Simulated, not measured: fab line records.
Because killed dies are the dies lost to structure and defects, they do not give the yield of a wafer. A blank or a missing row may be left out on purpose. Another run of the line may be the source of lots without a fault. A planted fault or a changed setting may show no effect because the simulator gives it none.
Struck lot and sound lot, side by side    flow nandHarc    40 steps out of a route of 1302
Sound: wafers L892.2, L892.3, L892.5. Wafers L904.1, L904.3, L904.6 were the ones struck. The cause is named last.
At each step with rows: each side's tool, then ch and its chambers, then its first start. Under that, the readings that differ: sound wafers    struck wafers    difference of the means    sigmas: that difference in standard deviations of wafers without a fault.
alike: words and numbers the same on both sides, and readings whose means are apart by under 2 such deviations; not compared: readings that were withheld, readings missing a value for some wafer, numbers with overlapping values and no deviation given by the record, and bounds like >300 which may hide the same value.
A row with sigmas, a row that says differs or no value, or rows on one side alone: a step with any of these is where the two part. Non-overlapping numbers with no deviation appear without sigmas and do not part them. A reading that every wafer of one side lacks parts them only if that side has two wafers or more.

first, 7 steps without rows for these wafers: NHARC_A_STAIRCASE_COAT_244; NHARC_A_STAIRCASE_SOFTBAKE_245 (time 170 s); NHARC_A_STAIRCASE_EBR_246; NHARC_A_STAIRCASE_EXPOSE_247 (exposes mask SDS 1); NHARC_A_STAIRCASE_PEB_248 (peb time 130 s); NHARC_A_STAIRCASE_DEVELOP_249 (time 140 s); NHARC_A_STAIRCASE_HARDBAKE_251 (time 140 s).
NHARC_A_STAIRCASE_DESCUM_252: chemistry O2, time 3 s.
  sound on rieDiel-04 ch 0,1, day 18 16:43; struck on rieDiel-11 ch 0,1,2, day 23 15:59
  alike: drypumpMotorCurrentA, oesProductAu, rfVppV, showerheadPlenumPTorr, throttleValvePct
  not compared: rfHoursCounterH
NHARC_A_STAIRCASE_ETCH_253: etches the open film in C4F8/O2, target depth 50 nm, time 20.2 s.
  sound on rieDiel-04 ch 0,1,2, day 18 16:49; struck on rieDiel-11 ch 0,3, day 23 16:05
  alike: oesProductAu, rfVppV
  not compared: rfHoursCounterH
then, 2 steps without rows for these wafers: NHARC_A_STAIRCASE_STRIP_254 (strips in O2); NHARC_A_STAIRCASE_STRIP_255 (strips in SPM, time 900 s).
NHARC_A_STAIRCASE_PRECLEAN_256: cleans in SC1.
  sound on wetBench-03 ch 0,1,6, day 18 17:18; struck on wetBench-04 ch 0,5,7, day 23 16:35
  alike: bathGuardTempC
then, 2 steps without rows for these wafers: NHARC_A_STAIRCASE_SRD_257; NHARC_A_STAIRCASE_HM_DEP_456 (deposits aC, target thk 3100 nm).
NHARC_A_STAIRCASE_DEP_259: deposits SiON, target thk 30 nm.
  sound on pecvd-02 ch 0,2, day 18 20:55; struck on pecvd-01 ch 0,1, day 23 23:10
  alike: heaterPowerW, susceptorTempC
then, 11 steps without rows for these wafers: NHARC_A_STAIRCASE_DEHYDRATE_260 (time 120 s); NHARC_A_STAIRCASE_HMDS_261 (time 30 s); NHARC_A_STAIRCASE_COAT_262; NHARC_A_STAIRCASE_SOFTBAKE_263 (time 170 s); NHARC_A_STAIRCASE_EBR_264; NHARC_A_STAIRCASE_EXPOSE_265 (exposes mask CHOP 200); NHARC_A_STAIRCASE_PEB_266 (peb time 130 s); NHARC_A_STAIRCASE_DEVELOP_267 (time 140 s); NHARC_A_STAIRCASE_HARDBAKE_269 (time 140 s); NHARC_A_STAIRCASE_DESCUM_270 (chemistry O2, time 3 s); NHARC_A_STAIRCASE_ETCH_271 (etches the open film in CF4/CHF3).
NHARC_A_STAIRCASE_HM_OPEN_457: chemistry O2/COS.
  sound: rieDiel-04 ch 0,1,3; struck: rieDiel-04 ch 1,3
  alike: drypumpMotorCurrentA, oesProductAu, rfVppV, showerheadPlenumPTorr, throttleValvePct
  not compared: rfHoursCounterH
then, 8 steps without rows for these wafers: NHARC_A_STAIRCASE_STRIP_458 (strips in O2/COS); NHARC_A_STAIRCASE_ETCH_451 (etches the open film in CF4/O2, target depth 30 nm, overetch 3 nm, time 16.5 s); NHARC_A_STAIRCASE_ETCH_273 (etches the open film in C4F8/O2/Ar, target depth 10200 nm, time 2468.6 s); NHARC_A_STAIRCASE_STRIP_274 (strips in O2); NHARC_A_STAIRCASE_STRIP_275 (strips in SPM, time 900 s); NHARC_A_STAIRCASE_PRECLEAN_276 (cleans in SC1); NHARC_A_STAIRCASE_SRD_277; NHARC_A_STAIRCASE_HM_DEP_459 (deposits aC, target thk 1500 nm).
NHARC_A_STAIRCASE_DEP_280: deposits SiON, target thk 30 nm.
  sound on pecvd-04 ch 1,2, day 19 07:09; struck on pecvd-02 ch 1,2, day 24 05:52
  alike: heaterPowerW, susceptorTempC
then, 3 steps without rows for these wafers: NHARC_A_STAIRCASE_DEHYDRATE_281 (time 120 s); NHARC_A_STAIRCASE_HMDS_282 (time 30 s); NHARC_A_STAIRCASE_COAT_283.
-- break in the record here, with 9 days between the starts of the struck wafers on either side (left off in module A_STAIRCASE, picked up again in module END, where the first step shown is number 1302 on the route) --
NHARC_END_SORT_01:
  only the struck wafers appear in the record here, on prober-02 ch 0 at day 32 22:15; the sound ones have no rows

== WHERE THEY PART ==
Only at NHARC_END_SORT_01, as far as this record shows.

WHY: the cause the simulator had injected
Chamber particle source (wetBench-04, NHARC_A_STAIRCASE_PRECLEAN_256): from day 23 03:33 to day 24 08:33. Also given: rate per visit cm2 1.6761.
